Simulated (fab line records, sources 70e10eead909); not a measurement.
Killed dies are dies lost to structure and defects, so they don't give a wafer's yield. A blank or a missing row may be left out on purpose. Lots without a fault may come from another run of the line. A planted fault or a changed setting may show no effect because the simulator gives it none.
Chamber matching | flow nand_harc | NHARC_P_M2_STRIP_18 on rie_diel-08: 4 sister chambers
The step strips in N2/H2. 4 wafers are shown with their chamber, then 12 later ones without.

WAFERS WITH THEIR CHAMBER
wafer  | chamber | drypump_motor_current_A (A)
L090.4 | 1       | 5.79
L091.1 | 0       | 6.45
L093.2 | 2       | 6.17
L093.6 | 3       | 5.71

WAFERS WITHOUT THEIR CHAMBER
wafer  | drypump_motor_current_A (A)
L094.3 | 6.46
L094.4 | 5.78
L094.6 | 6.46
L095.1 | 6.11
L095.2 | 6.55
L095.3 | 5.81
L096.1 | 5.81
L096.3 | 6.54
L096.4 | 5.83
L097.1 | 5.73
L097.4 | 5.82
L097.5 | 5.80

WHICH CHAMBER EACH WENT THROUGH
wafer  | from the rows above     | in truth
L094.3 | 0                       | 0
L094.4 | can't be placed: 1 or 3 | 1
L094.6 | 0                       | 0
L095.1 | 2                       | 2
L095.2 | 0                       | 0
L095.3 | can't be placed: 1 or 3 | 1
L096.1 | can't be placed: 1 or 3 | 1
L096.3 | 0                       | 0
L096.4 | can't be placed: 1 or 3 | 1
L097.1 | can't be placed: 3 or 1 | 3
L097.4 | can't be placed: 1 or 3 | 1
L097.5 | can't be placed: 1 or 3 | 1
Placed correctly: 5 of 12. Can't be placed from these rows: 7 (the true chamber is among the candidates in 7). Placed wrongly: 0.
How it was worked out, from the rows above alone: a wafer's distance from a chamber is the root of the sum, over the readings, of the square of ((its reading less the chamber's mean) divided by the reading's scatter). The wafer belongs to the nearest chamber; if the next one is less than 2 further off, it can't be placed. A chamber's mean is the mean of its shown wafers. The scatter: with one shown wafer a chamber, the root of the mean of the squares of how far each hidden wafer lies from its nearest shown one.
